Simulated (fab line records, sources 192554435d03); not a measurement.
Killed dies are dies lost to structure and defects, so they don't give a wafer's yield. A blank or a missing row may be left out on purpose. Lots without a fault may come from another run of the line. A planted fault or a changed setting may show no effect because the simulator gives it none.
A struck lot beside a sound one | flow n5_finfet | 15 steps out of a route of 1938
Sound: wafers L913.1, L913.4, L913.6. Struck: wafers L904.2, L904.3, L904.4. The cause comes at the end.
At each step with rows: each side's tool, then ch and its chambers, then its first start. Under that, the readings that differ: sound wafers | struck wafers | difference of the means | sigmas: that difference in standard deviations of wafers without a fault.
alike: readings whose means differ by less than 2 such deviations, and words and numbers that are the same on both sides. not compared: withheld readings, readings that some wafer has no value for, bounds like >300 that may hide the same value, and numbers for which the record gives no deviation and whose values overlap.
The two part at a step that has a row with sigmas, a row that says differs or no value, or rows on one side only. Numbers that don't overlap but have no deviation are shown without sigmas and don't part them. A reading that every wafer of one side lacks parts them only if that side has two wafers or more.

first, 3 steps without rows for these wafers: N5_BEOL_M5_SRD_40 (time 30 s); N5_BEOL_M5_PRECLEAN_42 (cleans in residue remover, time 60 s); N5_BEOL_M5_SRD_43 (time 30 s).
N5_BEOL_M5_CD_MEAS_35: target cd 28 nm, target cd y 24 nm.
  sound on cd_sem-03, day 11 17:09; struck on cd_sem-03, day 9 10:38
  reading    | sound          | struck         | difference | sigmas
  cd_nm (nm) | 28.8 28.6 28.1 | 27.5 27.6 27.8 | -0.9       | -2
N5_BEOL_M5_CURE_80: cures SiCOH lowk, time 120 s.
  sound on uv_cure-02 ch 0, day 11 17:14; struck on uv_cure-01 ch 1, day 9 10:43
  alike: lamp_power_pct, wafer_temp_C_max
then, 2 steps without rows for these wafers: N5_BEOL_M5_DEGAS_44 (time 60 s); N5_BEOL_M5_PRE_CLEAN_45 (time 30 s).
N5_BEOL_M5_ALD_86: deposits TaN, pulse time 2 s, purge time 3 s, co reactant purge time 2 s.
  sound on ald_metal-04 ch 2,3, day 11 19:31; struck on ald_metal-04 ch 0,1,2, day 9 12:59
  alike: chamber_pressure_Torr, heater_power_w
N5_BEOL_M5_SURFACE_TREAT_87:
  sound on pvd_sputter-01, day 11 20:03; struck on pvd_sputter-02, day 9 13:17
  not compared: throttle_valve_pct
then, 1 step without rows for these wafers: N5_BEOL_M5_CVD_47 (deposits Co from CCTBA/H2, target thk 3 nm, time 216 s).
N5_BEOL_M5_SPUTTER_48: material Cu, target thk 15 nm, time 27.62 s.
  sound on pvd_sputter-01, day 11 20:41; struck on pvd_sputter-02, day 9 13:49
  alike: chamber_pressure_pa, chuck_gas_flow_sccm, chuck_sensor_temp_C, throttle_valve_pct
N5_BEOL_M5_ANNEAL_49: time 1800 s.
  sound on pvd_sputter-01, day 11 20:46; struck on pvd_sputter-02, day 9 13:54
  alike: heater_power_w
N5_BEOL_M5_SPUTTER_81: material Cu, target thk 15 nm, time 27.62 s.
  sound on pvd_sputter-01, day 11 21:46; struck on pvd_sputter-02, day 9 14:54
  no value came back on the struck wafers for chamber_pressure_pa (Pa), chuck_gas_flow_sccm (sccm), chuck_sensor_temp_C (C), throttle_valve_pct (%); on the sound wafers chamber_pressure_pa (Pa) reads 0.06985 0.07015 0.06994
then, 1 step without rows for these wafers: N5_BEOL_M5_ANNEAL_82 (time 1800 s).
-- the record jumps here: 4 days lie between the struck wafers' starts before and after (it left off in module BEOL_M5 and takes up again in module PASSIVATION, whose first step shown is number 1936 of the route) --
N5_PASSIVATION_PROBE_49:
  the record has rows for the struck wafers here (prober-01, day 13 11:28) and none for the sound ones

WHERE THEY PART
First at N5_BEOL_M5_CD_MEAS_35; last, within this record, at N5_PASSIVATION_PROBE_49.

WHY: what the simulator had put in
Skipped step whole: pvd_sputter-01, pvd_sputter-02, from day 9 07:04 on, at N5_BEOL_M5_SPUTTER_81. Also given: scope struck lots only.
